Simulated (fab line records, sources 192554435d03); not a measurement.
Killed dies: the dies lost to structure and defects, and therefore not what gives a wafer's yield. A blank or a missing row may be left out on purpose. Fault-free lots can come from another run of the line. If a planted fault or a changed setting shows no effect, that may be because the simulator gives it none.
Chamber matching | flow n5-finfet | rie-diel-06 running N5_BEOL_M11_STRIP_36: 4 sister chambers
The step strips in N2/H2. 24 wafers are shown with their chamber, then 12 later ones without.

EACH WAFER AND ITS CHAMBER
wafer  | chamber | drypump-motor-current-A (A) | throttle-valve-pct (%) | showerhead-plenum-p-Torr (Torr)
L074.1 | 3       | 5.1                         | 23.82                  | 2.40
L074.2 | 1       | 6.0                         | 23.59                  | 2.58
L074.3 | 2       | 5.9                         | 23.80                  | 2.67
L077.2 | 3       | 5.1                         | 23.82                  | 2.40
L077.3 | 0       | 5.5                         | 23.29                  | 2.57
L077.6 | 3       | 5.1                         | 23.84                  | 2.40
L080.1 | 2       | 5.9                         | 23.77                  | 2.66
L080.2 | 3       | 5.1                         | 23.81                  | 2.40
L080.6 | 3       | 5.1                         | 23.85                  | 2.40
L082.1 | 2       | 5.9                         | 23.76                  | 2.66
L082.2 | 0       | 5.5                         | 23.29                  | 2.56
L082.6 | 2       | 6.0                         | 23.76                  | 2.66
L081.1 | 2       | 6.0                         | 23.78                  | 2.66
L081.3 | 0       | 5.4                         | 23.31                  | 2.56
L081.6 | 2       | 6.0                         | 23.79                  | 2.66
L088.1 | 1       | 6.0                         | 23.61                  | 2.57
L088.2 | 0       | 5.5                         | 23.29                  | 2.56
L088.5 | 1       | 6.0                         | 23.61                  | 2.57
L087.1 | 1       | 6.0                         | 23.63                  | 2.57
L087.5 | 0       | 5.4                         | 23.32                  | 2.56
L087.6 | 3       | 5.1                         | 23.48                  | 2.71
L090.1 | 1       | 6.0                         | 23.62                  | 2.57
L090.4 | 0       | 5.5                         | 23.31                  | 2.56
L090.5 | 3       | 5.1                         | 23.53                  | 2.71

SIGNATURES (averages over the wafers above)
reading                  | chamber 0 | chamber 1 | chamber 2 | chamber 3 | scatter within a chamber
drypump-motor-current-A  | 5.467     | 6.000     | 5.950     | 5.100     | 0.0376
throttle-valve-pct       | 23.3017   | 23.6120   | 23.7767   | 23.7357   | 0.0879
showerhead-plenum-p-Torr | 2.5617    | 2.5720    | 2.6617    | 2.4886    | 0.0829
Rule: a wafer lies at a distance from a chamber equal to the root of the sum of squares, over the readings, of (its reading less the chamber's mean, divided by the reading's scatter). The wafer belongs to the nearest chamber; if the next one is less than 2 further off, it can't be placed. The scatter: the root of (the sum of the squares of (reading less its chamber's mean) over the shown wafers, divided by (wafers less chambers)).

WAFERS MISSING THEIR CHAMBER
wafer  | drypump-motor-current-A (A) | throttle-valve-pct (%) | showerhead-plenum-p-Torr (Torr)
L091.3 | 5.5                         | 23.32                  | 2.55
L091.4 | 6.0                         | 23.68                  | 2.56
L091.5 | 5.9                         | 23.78                  | 2.65
L093.3 | 6.0                         | 23.64                  | 2.56
L093.5 | 5.9                         | 23.79                  | 2.65
L093.6 | 5.1                         | 23.49                  | 2.71
L092.1 | 5.1                         | 23.53                  | 2.71
L092.3 | 5.9                         | 23.81                  | 2.65
L092.5 | 5.1                         | 23.53                  | 2.71
L095.2 | 5.5                         | 23.31                  | 2.55
L095.5 | 6.0                         | 23.65                  | 2.56
L095.6 | 5.5                         | 23.29                  | 2.55

EACH ONE'S CHAMBER
wafer  | from the rows above     | in truth
L091.3 | 0                       | 0
L091.4 | can't be placed: 1 or 2 | 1
L091.5 | 2                       | 2
L093.3 | 1                       | 1
L093.5 | 2                       | 2
L093.6 | 3                       | 3
L092.1 | 3                       | 3
L092.3 | 2                       | 2
L092.5 | 3                       | 3
L095.2 | 0                       | 0
L095.5 | can't be placed: 1 or 2 | 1
L095.6 | 0                       | 0
Placed correctly: 10 of 12. Unplaceable from these rows: 2, with the true chamber sitting among the candidates in 2. Placed wrongly: 0.
